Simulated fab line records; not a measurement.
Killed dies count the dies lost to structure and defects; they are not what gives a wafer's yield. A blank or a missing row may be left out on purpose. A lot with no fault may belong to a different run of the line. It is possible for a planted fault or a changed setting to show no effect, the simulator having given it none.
2 desks looking at one fault ; flow nandHarc ; numbers are kept per desk, each desk with only its own; the story behind them comes last

## DESK OF THE TOOL OWNER: pecvd-03
The tool's own readings at NHARC_A_DECK1_JOINT_DEP_16 (deposits SiO2, target thk 45 nm): means of the sampled wafers that have a number, for each lot that ran on this tool. A lot is out of limits, marked OUT, if its mean lies more than 4 standard deviations from the usual mean; the brackets give that distance.
Columns: A = heaterPowerW at NHARC_A_DECK1_JOINT_DEP_16, usual 581 W; B = throttleValvePct at NHARC_A_DECK1_JOINT_DEP_16, usual 15.9 %
lot;first seen here;A;B
L966;day 14 01:58;581;16.3
L968;day 14 19:05;612;16.2
L969;day 15 01:08;630;15.9
L971;day 15 22:50;639;16.2
L978;day 18 10:12;616;15.9
L980;day 19 13:49;583;16.2
L981;day 20 03:15;587;16.0
This desk found nothing out of limits on any of the 7 lots.

## AT THE METROLOGY DESK
What the gauges read, lot by lot, whatever tool the lot ran on: means of the sampled wafers that have a number. A lot is out of limits, marked OUT, if its mean lies more than 4 standard deviations from the usual mean; the brackets give that distance.
Columns: A = thkNm at NHARC_A_DECK1_JOINT_THK_MEAS_17, usual 45.0 nm
lot;first seen here;A
L963;day 12 16:22;45.4
L966;day 14 02:13;46.0
L968;day 14 19:20;44.7
L969;day 15 01:25;45.0
L970;day 15 07:50;45.0
L971;day 15 23:07;45.6
L973;day 16 11:43;43.1
L974;day 17 06:29;46.0
L978;day 18 10:23;45.5
L980;day 19 14:05;52.4 (+6.2) OUT
L979;day 19 14:06;44.6
L981;day 20 03:30;51.9 (+5.7) OUT
This desk's finding: out of limits on L980, L981; first on L980, day 19 14:05 (thkNm at NHARC_A_DECK1_JOINT_THK_MEAS_17). L963, L966, L968, L969, L970, L971, L973, L974, L978, L979: within limits.

## BROUGHT TOGETHER
L980, L981 would have let the metrology desk raise an alarm at day 19 14:05.
The desk of the tool owner found nothing out of limits.
Tool owner's desk: L980, L981 on record, inside its limits.
On pecvd-03, each named lot ran NHARC_A_DECK1_JOINT_DEP_16.

## WHAT THE SIMULATOR PUT IN
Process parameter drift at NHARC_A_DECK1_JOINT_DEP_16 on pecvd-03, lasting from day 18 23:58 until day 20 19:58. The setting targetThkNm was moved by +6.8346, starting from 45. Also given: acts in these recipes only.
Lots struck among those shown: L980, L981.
Hours from the fault's start to each desk's first reading out of limits: the metrology desk, 14.
